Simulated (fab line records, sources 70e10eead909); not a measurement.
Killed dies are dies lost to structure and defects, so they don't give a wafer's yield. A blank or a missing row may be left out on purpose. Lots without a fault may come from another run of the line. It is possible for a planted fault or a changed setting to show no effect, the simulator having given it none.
What tool caused it? / flow nandHarc / 14 lots with 42 wafers sampled at 4 steps, on a route of 1302 steps

## WHAT THE GAUGES SHOWED, per wafer
NHARC_A_CONTACT_OVL_MEAS_09. Usual: overlayXNm 0.0 nm, standard deviation 0.73; overlayYNm -0.2 nm, standard deviation 0.73.
lot=L399; measured=day 23 10:16; on=overlay-01; overlayXNm (nm)=-0.3 0.3 0.2; overlayYNm (nm)=-0.2 -0.8 -1.0; flag=
lot=L398; measured=day 23 11:25; on=overlay-02; overlayXNm (nm)=-0.4 -0.3 -0.7; overlayYNm (nm)=-2.0 -1.4 -1.6; flag=
lot=L401; measured=day 24 01:43; on=overlay-01; overlayXNm (nm)=1.4 1.1 1.6; overlayYNm (nm)=-1.0 -0.2 -0.4; flag=
lot=L400; measured=day 24 02:40; on=overlay-01; overlayXNm (nm)=-0.1 0.2 0.2; overlayYNm (nm)=-1.0 -0.4 -0.4; flag=
lot=L403; measured=day 25 05:44; on=overlay-02; overlayXNm (nm)=0.9 1.3 0.7; overlayYNm (nm)=-1.4 -1.3 -1.3; flag=
lot=L405; measured=day 25 18:18; on=overlay-02; overlayXNm (nm)=-0.4 -0.4 -0.9; overlayYNm (nm)=-1.0 -0.8 -0.6; flag=
lot=L406; measured=day 25 22:37; on=overlay-01; overlayXNm (nm)=0.4 0.6 0.7; overlayYNm (nm)=-0.1 -0.1 0.0; flag=
lot=L407; measured=day 26 12:54; on=overlay-02; overlayXNm (nm)=0.6 -0.1 0.8; overlayYNm (nm)=0.2 0.2 0.8; flag=
lot=L410; measured=day 26 22:21; on=overlay-01; overlayXNm (nm)=0.7 1.2 0.9; overlayYNm (nm)=-0.4 -0.9 -0.8; flag=
lot=L409; measured=day 27 07:34; on=overlay-02; overlayXNm (nm)=-0.1 -0.8 -0.6; overlayYNm (nm)=1.1 1.0 1.0; flag=
lot=L411; measured=day 27 18:31; on=overlay-02; overlayXNm (nm)=-0.3 -0.7 0.1; overlayYNm (nm)=0.5 0.2 0.0; flag=
lot=L412; measured=day 28 04:14; on=overlay-02; overlayXNm (nm)=0.2 0.8 0.8; overlayYNm (nm)=0.1 -0.5 -0.3; flag=
lot=L419; measured=day 31 07:38; on=overlay-01; overlayXNm (nm)=-0.1 -0.1 -0.5; overlayYNm (nm)=0.4 -0.1 0.3; flag=
lot=L421; measured=day 32 06:02; on=overlay-02; overlayXNm (nm)=-1.0 -0.7 -1.3; overlayYNm (nm)=0.5 0.0 0.2; flag=

## EACH LOT AND THE TOOL THAT RAN IT (in order: tool; ch and the chambers of the sampled wafers; start)
lot=L399; NHARC_A_CONTACT_ETCH_124=harCapEtch-03 ch 0,1, day 23 02:55; NHARC_A_CONTACT_ETCH_127=harCapEtch-03 ch 0,1, day 23 03:28; NHARC_A_CONTACT_SOFTBAKE_03=lithoTrack-06 ch 0, day 23 09:00
lot=L398; NHARC_A_CONTACT_ETCH_124=harCapEtch-02 ch 0,1, day 23 03:34; NHARC_A_CONTACT_ETCH_127=harCapEtch-02 ch 0,1, day 23 04:07; NHARC_A_CONTACT_SOFTBAKE_03=lithoTrack-01 ch 0, day 23 10:00
lot=L401; NHARC_A_CONTACT_ETCH_124=harCapEtch-03 ch 0,1, day 23 16:23; NHARC_A_CONTACT_ETCH_127=harCapEtch-03 ch 0,1, day 23 17:08; NHARC_A_CONTACT_SOFTBAKE_03=lithoTrack-01 ch 0, day 24 01:00
lot=L400; NHARC_A_CONTACT_ETCH_124=harCapEtch-02 ch 0,1, day 23 18:27; NHARC_A_CONTACT_ETCH_127=harCapEtch-02 ch 0,1, day 23 19:00; NHARC_A_CONTACT_SOFTBAKE_03=lithoTrack-06 ch 0, day 24 02:00
lot=L403; NHARC_A_CONTACT_ETCH_124=harCapEtch-01 ch 0,1, day 24 20:36; NHARC_A_CONTACT_ETCH_127=harCapEtch-01 ch 0,1, day 24 21:34; NHARC_A_CONTACT_SOFTBAKE_03=lithoTrack-04 ch 0, day 25 05:00
lot=L405; NHARC_A_CONTACT_ETCH_124=harCapEtch-02 ch 0,1, day 25 11:18; NHARC_A_CONTACT_ETCH_127=harCapEtch-02 ch 0,1, day 25 11:51; NHARC_A_CONTACT_SOFTBAKE_03=lithoTrack-01 ch 0, day 25 17:00
lot=L406; NHARC_A_CONTACT_ETCH_124=harCapEtch-03 ch 0,1, day 25 15:28; NHARC_A_CONTACT_ETCH_127=harCapEtch-03 ch 0,1, day 25 16:01; NHARC_A_CONTACT_SOFTBAKE_03=lithoTrack-04 ch 0, day 25 22:00
lot=L407; NHARC_A_CONTACT_ETCH_124=harCapEtch-03 ch 0,1, day 26 03:51; NHARC_A_CONTACT_ETCH_127=harCapEtch-03 ch 0,1, day 26 04:24; NHARC_A_CONTACT_SOFTBAKE_03=lithoTrack-04 ch 0, day 26 12:00
lot=L410; NHARC_A_CONTACT_ETCH_124=harCapEtch-02 ch 0,1, day 26 13:05; NHARC_A_CONTACT_ETCH_127=harCapEtch-02 ch 0,1, day 26 13:38; NHARC_A_CONTACT_SOFTBAKE_03=lithoTrack-04 ch 0, day 26 21:00
lot=L409; NHARC_A_CONTACT_ETCH_124=harCapEtch-03 ch 0,1, day 26 18:20; NHARC_A_CONTACT_ETCH_127=harCapEtch-03 ch 0,1, day 26 19:05; NHARC_A_CONTACT_SOFTBAKE_03=lithoTrack-01 ch 0, day 27 07:00
lot=L411; NHARC_A_CONTACT_ETCH_124=harCapEtch-01 ch 0,1, day 27 09:52; NHARC_A_CONTACT_ETCH_127=harCapEtch-01 ch 0,1, day 27 10:25; NHARC_A_CONTACT_SOFTBAKE_03=lithoTrack-01 ch 0, day 27 17:00
lot=L412; NHARC_A_CONTACT_ETCH_124=harCapEtch-02 ch 0,1, day 27 21:46; NHARC_A_CONTACT_ETCH_127=harCapEtch-02 ch 0,1, day 27 22:19; NHARC_A_CONTACT_SOFTBAKE_03=lithoTrack-01 ch 0, day 28 03:00
lot=L419; NHARC_A_CONTACT_ETCH_124=harCapEtch-03 ch 0,1, day 30 22:48; NHARC_A_CONTACT_ETCH_127=harCapEtch-03 ch 0,1, day 30 23:22; NHARC_A_CONTACT_SOFTBAKE_03=lithoTrack-04 ch 0, day 31 07:00
lot=L421; NHARC_A_CONTACT_ETCH_124=harCapEtch-01 ch 0,1, day 31 23:42; NHARC_A_CONTACT_ETCH_127=harCapEtch-01 ch 0,1, day 32 00:15; NHARC_A_CONTACT_SOFTBAKE_03=lithoTrack-04 ch 0, day 32 05:00
- NHARC_A_CONTACT_ETCH_124: etches the open film in C4F8/O2/Ar, time 140 s, target depth 700 nm.
- NHARC_A_CONTACT_ETCH_127: etches the open film in C4F8/O2/Ar, time 197 s, target depth 1918 nm.
- NHARC_A_CONTACT_SOFTBAKE_03: time 55 s.

## AS READ BY THE TOOLS THEMSELVES (means over the sampled wafers that have a number; for cases with no such wafer, the mark the record gives instead)
NHARC_A_CONTACT_SOFTBAKE_03. Usual: heaterPowerTotalW 188.45 W, standard deviation 0.13; plateTempC 104.96 C, standard deviation 0.14.
lot=L399; tool=lithoTrack-06; heaterPowerTotalW (W)=188.41; plateTempC (C)=104.99; flag=
lot=L398; tool=lithoTrack-01; heaterPowerTotalW (W)=188.37; plateTempC (C)=104.93; flag=
lot=L401; tool=lithoTrack-01; heaterPowerTotalW (W)=188.59; plateTempC (C)=105.10; flag=
lot=L400; tool=lithoTrack-06; heaterPowerTotalW (W)=188.60; plateTempC (C)=105.01; flag=
lot=L403; tool=lithoTrack-04; heaterPowerTotalW (W)=188.36; plateTempC (C)=104.93; flag=
lot=L405; tool=lithoTrack-01; heaterPowerTotalW (W)=188.38; plateTempC (C)=105.03; flag=
lot=L406; tool=lithoTrack-04; heaterPowerTotalW (W)=188.53; plateTempC (C)=105.25; flag=
lot=L407; tool=lithoTrack-04; heaterPowerTotalW (W)=188.41; plateTempC (C)=105.12; flag=
lot=L410; tool=lithoTrack-04; heaterPowerTotalW (W)=188.41; plateTempC (C)=105.02; flag=
lot=L409; tool=lithoTrack-01; heaterPowerTotalW (W)=188.37; plateTempC (C)=104.96; flag=
lot=L411; tool=lithoTrack-01; heaterPowerTotalW (W)=188.38; plateTempC (C)=104.93; flag=
lot=L412; tool=lithoTrack-01; heaterPowerTotalW (W)=188.40; plateTempC (C)=104.98; flag=
lot=L419; tool=lithoTrack-04; heaterPowerTotalW (W)=323.08; plateTempC (C)=-; flag=OFF
lot=L421; tool=lithoTrack-04; heaterPowerTotalW (W)=323.21; plateTempC (C)=-; flag=OFF

## THE ANSWER, worked out from the rows above alone
Rule: lot off if the mean of its wafers having a number is beyond 3 standard deviations from the usual mean. A lot without any number at a reading at which 4 lots or more have one is off too. Any other lot the step has rows for is counted as sound. Order of review: gauges by route order, followed by the tools' own readings, for which a lot's mean as printed above is used. The first step at which some lot is off is used, and at that step the reading that is off furthest; a lot without a number counts as furthest.
Off: L419, L421 (NHARC_A_CONTACT_SOFTBAKE_03, plateTempC). Without a number there: L419, L421.
A tool fits if, at that step or a process step before it, it ran every lot that is off, and no sound lot after the first of them. One candidate fits, namely lithoTrack-04 at NHARC_A_CONTACT_SOFTBAKE_03. A fault onset in the window from L410 (day 26 21:00, its last sound lot) to L419 (day 31 07:00, its first lot off) fits.
On the lots that are off, the tool's own readings at NHARC_A_CONTACT_SOFTBAKE_03 differ by more than 5 times the standard deviation of the sound lots' means, which bears it out; heaterPowerTotalW reads 323.14 W there versus 188.43 W on the sound lots.
Blank at NHARC_A_CONTACT_SOFTBAKE_03 on the lots that are off, where sound lots have numbers: plateTempC.

## WHAT THE SIMULATOR HAD PUT IN
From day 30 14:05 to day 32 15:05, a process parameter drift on lithoTrack-04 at NHARC_A_CONTACT_SOFTBAKE_03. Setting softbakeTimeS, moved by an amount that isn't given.
Struck lots among those shown: L419, L421. The rule above reached the same finding.
